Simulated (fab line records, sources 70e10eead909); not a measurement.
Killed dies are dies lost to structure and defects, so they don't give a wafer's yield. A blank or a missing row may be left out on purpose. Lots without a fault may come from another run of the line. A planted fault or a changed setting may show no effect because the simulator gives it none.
Chamber matching | flow nand_harc | NHARC_A_CHANNEL_FILL_D1_ALD_02 on ald_hk-01: 4 sister chambers
The step deposits SiO2, target thk 6 nm, pulse time 10 s, ald cycles 60. 8 wafers are shown with their chamber, then 8 later ones without.

WAFERS WITH THEIR CHAMBER
wafer  | chamber | heater_power_w (W) | precursor_pulse_height_rel
L943.1 | 2       | 439                | 1.004
L947.2 | 0       | 366                | 0.981
L948.3 | 1       | 522                | 1.006
L948.5 | 0       | 382                | 1.008
L951.1 | 3       | 554                | 0.989
L951.5 | 1       | 527                | 0.992
L951.6 | 2       | 439                | 1.021
L962.3 | 3       | 572                | 1.003

WAFERS WITHOUT THEIR CHAMBER
wafer  | heater_power_w (W) | precursor_pulse_height_rel
L962.5 | 517                | 0.989
L962.6 | 389                | 1.060
L961.3 | 582                | 1.001
L961.4 | 451                | 1.033
L961.6 | 557                | 1.004
L966.3 | 371                | 0.998
L966.5 | 390                | 1.023
L966.6 | 527                | 1.012

WHICH CHAMBER EACH WENT THROUGH
wafer  | from the rows above     | in truth
L962.5 | 1                       | 1
L962.6 | can't be placed: 0 or 2 | 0
L961.3 | 3                       | 3
L961.4 | 2                       | 2
L961.6 | 3                       | 3
L966.3 | 0                       | 0
L966.5 | 0                       | 0
L966.6 | 1                       | 1
Placed correctly: 7 of 8. Can't be placed from these rows: 1 (the true chamber is among the candidates in 1). Placed wrongly: 0.
How it was worked out, from the rows above alone: a wafer's distance from a chamber is the root of the sum, over the readings, of the square of ((its reading less the chamber's mean) divided by the reading's scatter). The wafer belongs to the nearest chamber; if the next one is less than 2 further off, it can't be placed. A chamber's mean is the mean of its shown wafers. The scatter: the root of (the sum of the squares of (reading less its chamber's mean) over the shown wafers, divided by (wafers less chambers)).
